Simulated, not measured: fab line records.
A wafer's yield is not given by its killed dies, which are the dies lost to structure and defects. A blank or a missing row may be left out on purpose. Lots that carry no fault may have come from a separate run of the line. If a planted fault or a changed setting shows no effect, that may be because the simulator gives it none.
Matching of chambers / flow nand harc / NHARC_A_CONTACT_ETCH_90 on rie diel-07 has 4 sister chambers
The step etches the open film in CH3F/O2, target depth 40 nm, time 85.7 s. 20 wafers are shown with their chamber, then 10 later ones without.

== EACH WAFER AND ITS CHAMBER ==
wafer=L076.1; chamber=2; showerhead plenum p Torr (Torr)=2.36; drypump motor current A (A)=5.2; rf vpp V (V)=242.2
wafer=L076.3; chamber=1; showerhead plenum p Torr (Torr)=2.61; drypump motor current A (A)=5.8; rf vpp V (V)=247.1
wafer=L076.4; chamber=0; showerhead plenum p Torr (Torr)=2.52; drypump motor current A (A)=5.2; rf vpp V (V)=245.5
wafer=L076.2; chamber=3; showerhead plenum p Torr (Torr)=2.61; drypump motor current A (A)=5.4; rf vpp V (V)=246.7
wafer=L076.5; chamber=2; showerhead plenum p Torr (Torr)=2.36; drypump motor current A (A)=5.2; rf vpp V (V)=243.3
wafer=L076.6; chamber=3; showerhead plenum p Torr (Torr)=2.61; drypump motor current A (A)=5.4; rf vpp V (V)=247.0
wafer=L078.3; chamber=0; showerhead plenum p Torr (Torr)=2.52; drypump motor current A (A)=5.2; rf vpp V (V)=245.5
wafer=L078.5; chamber=3; showerhead plenum p Torr (Torr)=2.61; drypump motor current A (A)=5.4; rf vpp V (V)=245.3
wafer=L078.6; chamber=0; showerhead plenum p Torr (Torr)=2.52; drypump motor current A (A)=5.2; rf vpp V (V)=245.3
wafer=L082.1; chamber=2; showerhead plenum p Torr (Torr)=2.35; drypump motor current A (A)=5.1; rf vpp V (V)=243.1
wafer=L082.2; chamber=0; showerhead plenum p Torr (Torr)=2.51; drypump motor current A (A)=5.2; rf vpp V (V)=244.5
wafer=L082.3; chamber=1; showerhead plenum p Torr (Torr)=2.61; drypump motor current A (A)=5.8; rf vpp V (V)=247.1
wafer=L089.1; chamber=0; showerhead plenum p Torr (Torr)=2.50; drypump motor current A (A)=5.2; rf vpp V (V)=244.6
wafer=L089.2; chamber=1; showerhead plenum p Torr (Torr)=2.60; drypump motor current A (A)=5.8; rf vpp V (V)=245.6
wafer=L089.4; chamber=3; showerhead plenum p Torr (Torr)=2.59; drypump motor current A (A)=5.4; rf vpp V (V)=245.2
wafer=L089.3; chamber=2; showerhead plenum p Torr (Torr)=2.34; drypump motor current A (A)=5.2; rf vpp V (V)=241.6
wafer=L089.5; chamber=1; showerhead plenum p Torr (Torr)=2.60; drypump motor current A (A)=5.9; rf vpp V (V)=245.4
wafer=L089.6; chamber=0; showerhead plenum p Torr (Torr)=2.50; drypump motor current A (A)=5.2; rf vpp V (V)=245.6
wafer=L093.2; chamber=0; showerhead plenum p Torr (Torr)=2.50; drypump motor current A (A)=5.2; rf vpp V (V)=244.6
wafer=L093.3; chamber=1; showerhead plenum p Torr (Torr)=2.59; drypump motor current A (A)=5.9; rf vpp V (V)=246.0

SIGNATURES (means of the wafers above)
reading=showerhead plenum p Torr; chamber 0=2.5100; chamber 1=2.6020; chamber 2=2.3525; chamber 3=2.6050; scatter within a chamber=0.00954
reading=drypump motor current A; chamber 0=5.200; chamber 1=5.840; chamber 2=5.175; chamber 3=5.400; scatter within a chamber=0.0349
reading=rf vpp V; chamber 0=245.086; chamber 1=246.240; chamber 2=242.550; chamber 3=246.050; scatter within a chamber=0.734
Rule: distance of a wafer from a chamber = root of the sum over the readings of ((wafer's reading minus chamber's mean) / reading's scatter) squared. If the next closest chamber is less than 2 further off than the closest, the wafer can't be placed; otherwise it belongs to the closest. The scatter: take each reading less its chamber's mean, square it, sum over the shown wafers, divide by the number of wafers less the number of chambers, and take the root.

== WAFERS MISSING THEIR CHAMBER ==
wafer=L093.6; showerhead plenum p Torr (Torr)=2.50; drypump motor current A (A)=5.2; rf vpp V (V)=243.8
wafer=L093.1; showerhead plenum p Torr (Torr)=2.58; drypump motor current A (A)=5.4; rf vpp V (V)=245.2
wafer=L093.4; showerhead plenum p Torr (Torr)=2.34; drypump motor current A (A)=5.2; rf vpp V (V)=242.1
wafer=L093.5; showerhead plenum p Torr (Torr)=2.59; drypump motor current A (A)=5.9; rf vpp V (V)=245.2
wafer=L096.1; showerhead plenum p Torr (Torr)=2.59; drypump motor current A (A)=5.8; rf vpp V (V)=246.9
wafer=L096.2; showerhead plenum p Torr (Torr)=2.58; drypump motor current A (A)=5.4; rf vpp V (V)=246.2
wafer=L096.5; showerhead plenum p Torr (Torr)=2.58; drypump motor current A (A)=5.4; rf vpp V (V)=245.2
wafer=L096.3; showerhead plenum p Torr (Torr)=2.49; drypump motor current A (A)=5.2; rf vpp V (V)=244.6
wafer=L096.4; showerhead plenum p Torr (Torr)=2.33; drypump motor current A (A)=5.1; rf vpp V (V)=240.7
wafer=L096.6; showerhead plenum p Torr (Torr)=2.49; drypump motor current A (A)=5.2; rf vpp V (V)=244.7

== WHICH CHAMBER EACH WENT THROUGH ==
wafer=L093.6; from the rows above=0; in truth=0
wafer=L093.1; from the rows above=3; in truth=3
wafer=L093.4; from the rows above=2; in truth=2
wafer=L093.5; from the rows above=1; in truth=1
wafer=L096.1; from the rows above=1; in truth=1
wafer=L096.2; from the rows above=3; in truth=3
wafer=L096.5; from the rows above=3; in truth=3
wafer=L096.3; from the rows above=0; in truth=0
wafer=L096.4; from the rows above=2; in truth=2
wafer=L096.6; from the rows above=0; in truth=0
Correctly placed: 10 of 10. Number that these rows cannot place: 0. Number placed wrongly: 0.
